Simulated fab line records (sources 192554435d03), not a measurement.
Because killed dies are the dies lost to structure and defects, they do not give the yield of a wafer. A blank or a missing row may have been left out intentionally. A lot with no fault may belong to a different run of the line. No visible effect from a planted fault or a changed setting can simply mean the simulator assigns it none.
Lot-split experiment :: flow n5 finfet :: route with 1938 steps; 7 lots, 21 wafers read

THE SPLIT ITSELF
At N5_DUMMY_GATE_COAT_09 (resist thk 30 nm), the setting spin rpm was moved away from the recipe's 1500 rpm on 4 of the 21 wafers read, by -8.7% to +3.7%. This setting was run at the recipe's value on the other wafers.

FROM THE SPLIT TO THE READING: what the file shows between them, 4 steps
- N5_DUMMY_GATE_EBR_11
- N5_DUMMY_GATE_SOFTBAKE_10: time 60 s
- N5_DUMMY_GATE_EXPOSE_12: exposes mask GATE, target cd 25 nm
- N5_DUMMY_GATE_PEB_13: peb time 60 s

THE READING
CAR-EUV_of_DUMMY_GATE_COAT_09.thk nm (the simulator's own value, which no gauge read), in nm, at N5_DUMMY_GATE_DEVELOP_14 (develop time 30 s). There is no usual value for it anywhere in the file. Average 29.6 nm, standard deviation 0.094 nm, over the 17 wafers here run with the recipe.

wafer: L076.1
tool, chamber at the split: litho track-03, 0
spin rpm as run, rpm: 1369
against the recipe: -8.7%
CAR-EUV_of_DUMMY_GATE_COAT_09.thk nm, nm: 30.8
against lot-mates on the recipe: +1.2

wafer: L076.5
tool, chamber at the split: litho track-03, 0
spin rpm as run, rpm: 1500
against the recipe: recipe
CAR-EUV_of_DUMMY_GATE_COAT_09.thk nm, nm: 29.6
against lot-mates on the recipe: -

wafer: L076.6
tool, chamber at the split: litho track-03, 0
spin rpm as run, rpm: 1369
against the recipe: -8.7%
CAR-EUV_of_DUMMY_GATE_COAT_09.thk nm, nm: 31
against lot-mates on the recipe: +1.4

wafer: L077.2
tool, chamber at the split: litho track-03, 0
spin rpm as run, rpm: 1556
against the recipe: +3.7%
CAR-EUV_of_DUMMY_GATE_COAT_09.thk nm, nm: 29
against lot-mates on the recipe: -0.6

wafer: L077.4
tool, chamber at the split: litho track-03, 0
spin rpm as run, rpm: 1556
against the recipe: +3.7%
CAR-EUV_of_DUMMY_GATE_COAT_09.thk nm, nm: 29
against lot-mates on the recipe: -0.6

wafer: L077.6
tool, chamber at the split: litho track-03, 0
spin rpm as run, rpm: 1500
against the recipe: recipe
CAR-EUV_of_DUMMY_GATE_COAT_09.thk nm, nm: 29.6
against lot-mates on the recipe: -

wafer: L079.2
tool, chamber at the split: litho track-03, 0
spin rpm as run, rpm: 1500
against the recipe: recipe
CAR-EUV_of_DUMMY_GATE_COAT_09.thk nm, nm: 29.4
against lot-mates on the recipe: -

wafer: L079.3
tool, chamber at the split: litho track-03, 0
spin rpm as run, rpm: 1500
against the recipe: recipe
CAR-EUV_of_DUMMY_GATE_COAT_09.thk nm, nm: 29.4
against lot-mates on the recipe: -

wafer: L079.4
tool, chamber at the split: litho track-03, 0
spin rpm as run, rpm: 1500
against the recipe: recipe
CAR-EUV_of_DUMMY_GATE_COAT_09.thk nm, nm: 29.4
against lot-mates on the recipe: -

wafer: L085.2
tool, chamber at the split: litho track-03, 0
spin rpm as run, rpm: 1500
against the recipe: recipe
CAR-EUV_of_DUMMY_GATE_COAT_09.thk nm, nm: 29.6
against lot-mates on the recipe: -

wafer: L085.3
tool, chamber at the split: litho track-03, 0
spin rpm as run, rpm: 1500
against the recipe: recipe
CAR-EUV_of_DUMMY_GATE_COAT_09.thk nm, nm: 29.6
against lot-mates on the recipe: -

wafer: L085.4
tool, chamber at the split: litho track-03, 0
spin rpm as run, rpm: 1500
against the recipe: recipe
CAR-EUV_of_DUMMY_GATE_COAT_09.thk nm, nm: 29.6
against lot-mates on the recipe: -

wafer: L086.2
tool, chamber at the split: litho track-03, 0
spin rpm as run, rpm: 1500
against the recipe: recipe
CAR-EUV_of_DUMMY_GATE_COAT_09.thk nm, nm: 29.6
against lot-mates on the recipe: -

wafer: L086.4
tool, chamber at the split: litho track-03, 0
spin rpm as run, rpm: 1500
against the recipe: recipe
CAR-EUV_of_DUMMY_GATE_COAT_09.thk nm, nm: 29.6
against lot-mates on the recipe: -

wafer: L086.6
tool, chamber at the split: litho track-03, 0
spin rpm as run, rpm: 1500
against the recipe: recipe
CAR-EUV_of_DUMMY_GATE_COAT_09.thk nm, nm: 29.6
against lot-mates on the recipe: -

wafer: L088.2
tool, chamber at the split: litho track-04, 0
spin rpm as run, rpm: 1500
against the recipe: recipe
CAR-EUV_of_DUMMY_GATE_COAT_09.thk nm, nm: 29.8
against lot-mates on the recipe: -

wafer: L088.5
tool, chamber at the split: litho track-04, 0
spin rpm as run, rpm: 1500
against the recipe: recipe
CAR-EUV_of_DUMMY_GATE_COAT_09.thk nm, nm: 29.6
against lot-mates on the recipe: -

wafer: L088.6
tool, chamber at the split: litho track-04, 0
spin rpm as run, rpm: 1500
against the recipe: recipe
CAR-EUV_of_DUMMY_GATE_COAT_09.thk nm, nm: 29.6
against lot-mates on the recipe: -

wafer: L096.1
tool, chamber at the split: litho track-04, 0
spin rpm as run, rpm: 1500
against the recipe: recipe
CAR-EUV_of_DUMMY_GATE_COAT_09.thk nm, nm: 29.6
against lot-mates on the recipe: -

wafer: L096.2
tool, chamber at the split: litho track-04, 0
spin rpm as run, rpm: 1500
against the recipe: recipe
CAR-EUV_of_DUMMY_GATE_COAT_09.thk nm, nm: 29.6
against lot-mates on the recipe: -

wafer: L096.4
tool, chamber at the split: litho track-04, 0
spin rpm as run, rpm: 1500
against the recipe: recipe
CAR-EUV_of_DUMMY_GATE_COAT_09.thk nm, nm: 29.6
against lot-mates on the recipe: -

FIT RESULTS
A straight line over all 21 wafers: CAR-EUV_of_DUMMY_GATE_COAT_09.thk nm changes by -0.152 nm for each +1% of spin rpm; r = -0.98; the points scatter about the line by 0.095 nm.
The same after taking each lot's own level away (the mean of its wafers on the recipe; 21 wafers): -0.151 nm for each +1%; r = -0.99; scatter 0.051 nm.
According to that fit, moving spin rpm by its largest amount changes the reading by 1.3 nm.
Across the lots, their own levels run from 29.40 to 29.67 nm, a range of 2.8 times the standard deviation given above.
The two slopes are in agreement: the lot-to-lot level therefore moves the slope only a little.
Check: with one of the wafers moved furthest among these (-8.7%) left out of the fit, the line predicts +1.4 nm for it against its lot-mates. It came out at +1.2 nm against them.

THE OTHER SPLITS THESE WAFERS WENT THROUGH
These wafers also went through other splits before the reading. Each is held against what the fit with the lots' levels taken away leaves over:
other split on the same wafers: N5_ZERO_LAYER_EXPOSE_08 dose mj
wafers away from the commonest value: 4
r with CAR-EUV_of_DUMMY_GATE_COAT_09.thk nm (lot level and that fit taken away): +0.03

other split on the same wafers: N5_ZERO_LAYER_DESCUM_16 time s
wafers away from the commonest value: 3
r with CAR-EUV_of_DUMMY_GATE_COAT_09.thk nm (lot level and that fit taken away): -0.26

other split on the same wafers: N5_FIN_SAQP_EXPOSE_13 dose mj
wafers away from the commonest value: 4
r with CAR-EUV_of_DUMMY_GATE_COAT_09.thk nm (lot level and that fit taken away): -0.11

other split on the same wafers: N5_FIN_SAQP_FIN_ETCH_36 icp w
wafers away from the commonest value: 6
r with CAR-EUV_of_DUMMY_GATE_COAT_09.thk nm (lot level and that fit taken away): -0.01

other split on the same wafers: N5_FIN_CUT_COAT_19 spin rpm
wafers away from the commonest value: 11
r with CAR-EUV_of_DUMMY_GATE_COAT_09.thk nm (lot level and that fit taken away): +0.31

THE WHOLE CHAIN: every reading that the file lists as answering this split, in the file's order
step: N5_DUMMY_GATE_COAT_09
what it does: resist thk 30 nm
reading: CAR-EUV_of_DUMMY_GATE_COAT_09.thk nm (the simulator's own value, which no gauge read)
change (the file's fit): -0.156 nm for each +1% of the setting
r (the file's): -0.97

step: N5_DUMMY_GATE_DEVELOP_14
what it does: develop time 30 s
reading: CAR-EUV_of_DUMMY_GATE_COAT_09.thk nm (the simulator's own value, which no gauge read)
change (the file's fit): -0.151 nm for each +1% of the setting
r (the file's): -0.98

THE FILE'S OWN FIT
CAR-EUV_of_DUMMY_GATE_COAT_09.thk nm changes by -0.151 nm for each +1% of spin rpm, r = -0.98.
